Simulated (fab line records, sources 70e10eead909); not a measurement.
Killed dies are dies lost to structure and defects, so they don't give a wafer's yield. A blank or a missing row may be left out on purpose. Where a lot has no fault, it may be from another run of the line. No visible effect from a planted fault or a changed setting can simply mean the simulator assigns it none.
Problem report, 8D (eight disciplines) form, completed by code :: flow nand-harc :: the parts of the form that need people (team, actions taken, sign-off) are left out

== 1. PROBLEM STATEMENT ==
At NHARC_A_CHANNEL_HOLE_D2_INSPECT_40, raw-defect-count averages 1141 over 6 wafers from 2 lots, while fault-free wafers read 288, standard deviation 91. Measured from the usual mean, that is +9.4 standard deviations.
The first sign was on wafer L806.1 at day 18 03:12, on defect-inspect-02. At this step, 33 wafers from 11 lots have a number in the record. By rule, "out" or "out of limits" means more than 4 standard deviations away from the usual mean. Any other wafer with a number is counted as sound.

== 2. WHAT IT IS AND WHAT IT IS NOT ==
question: which readings at this step
is: raw-defect-count
is not: -

question: which lots
is: L806, L807
is not: L795, L796, L799, L808, L812, L813, L814, L815, L816

question: which wafers of those lots
is: all that have a number
is not: -

question: read on which gauges
is: defect-inspect-01, defect-inspect-02
is not: -

question: when
is: from day 18 03:12
is not: up to then (9 sound wafers); but 18 sound wafers of L808, L812, L813, L814, L815, L816 came after

== 3. WHAT RULES OUT EACH SUSPECT ==
Counting: any tool at a process step up to the reading is kept as a suspect provided that every lot that is out went through it and no sound lot did after the first of them.
- the gauge at NHARC_A_CHANNEL_HOLE_D2_INSPECT_40 is ruled out. The wafers that are out were read on 2 gauges (defect-inspect-01, defect-inspect-02).
- rie-diel-04 at NHARC_A_CHANNEL_HOLE_D2_ETCH_16 (etches the open film in O2/COS, target depth 3100 nm, time 806 s): ruled out as a lasting fault. The sound lots L815 went through it after L806, its earliest lot that is out (day 17 20:25).
- har-etch-01 at NHARC_A_CHANNEL_HOLE_D2_ETCH_21 (etches the open film in C4F8/O2/Ar, time 514.3 s, target depth 1600 nm): ruled out as a lasting fault. The sound lots L808, L812, L814, L813 went through it after L806, its earliest lot that is out (day 17 21:30).
- har-etch-01 at NHARC_A_CHANNEL_HOLE_D2_ETCH_25 (etches the open film in C4F8/O2/Ar, time 1040.2 s, target depth 1500 nm): ruled out as a lasting fault. The sound lots L808, L812, L814, L813 went through it after L806, its earliest lot that is out (day 17 23:59).
Left after counting: nothing in the record.

== 4. THE CAUSE (what the simulator had put in) ==
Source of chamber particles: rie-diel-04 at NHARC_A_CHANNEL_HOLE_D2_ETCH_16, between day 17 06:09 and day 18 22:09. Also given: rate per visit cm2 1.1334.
It was ruled out by counting, in error; the rule expects a fault to strike all lots run on its tool from its start on, and this fault did not.

== 5. SEQUENCE OF EFFECTS, ordered by route ==
Each row: a reading where the mean over the struck wafers with a number is more than 3 standard deviations away from the usual. Scope: only readings with a usual standard deviation given in the record; hours: median across lots of the time from each lot's start at the first step in this table that gives one to its start at this step; sigmas: change in usual standard deviations.
hours: 0
step: NHARC_A_CHANNEL_HOLE_D2_INSPECT_40
reading: raw-defect-count
usual: 288
on struck wafers: 1141
change: +853
sigmas: +9.4

hours: 265
step: NHARC_END_SORT_01
reading: killed-at-array
usual: 46
on struck wafers: 110
change: +64
sigmas: +4.2

hours: 265
step: NHARC_END_SORT_01
reading: killed-dies
usual: 50
on struck wafers: 112
change: +62
sigmas: +4.1

== 6. WHAT WOULD HAVE CAUGHT IT SOONER ==
The first out-of-limits reading at a measuring or inspecting step in this record came at day 18 03:12, 21 hours after the fault's start at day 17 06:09.
Tool readings at NHARC_A_CHANNEL_HOLE_D2_ETCH_16 with a usual standard deviation given in the record: none out on any struck wafer, hence no alarm at a limit of 4 standard deviations on them.
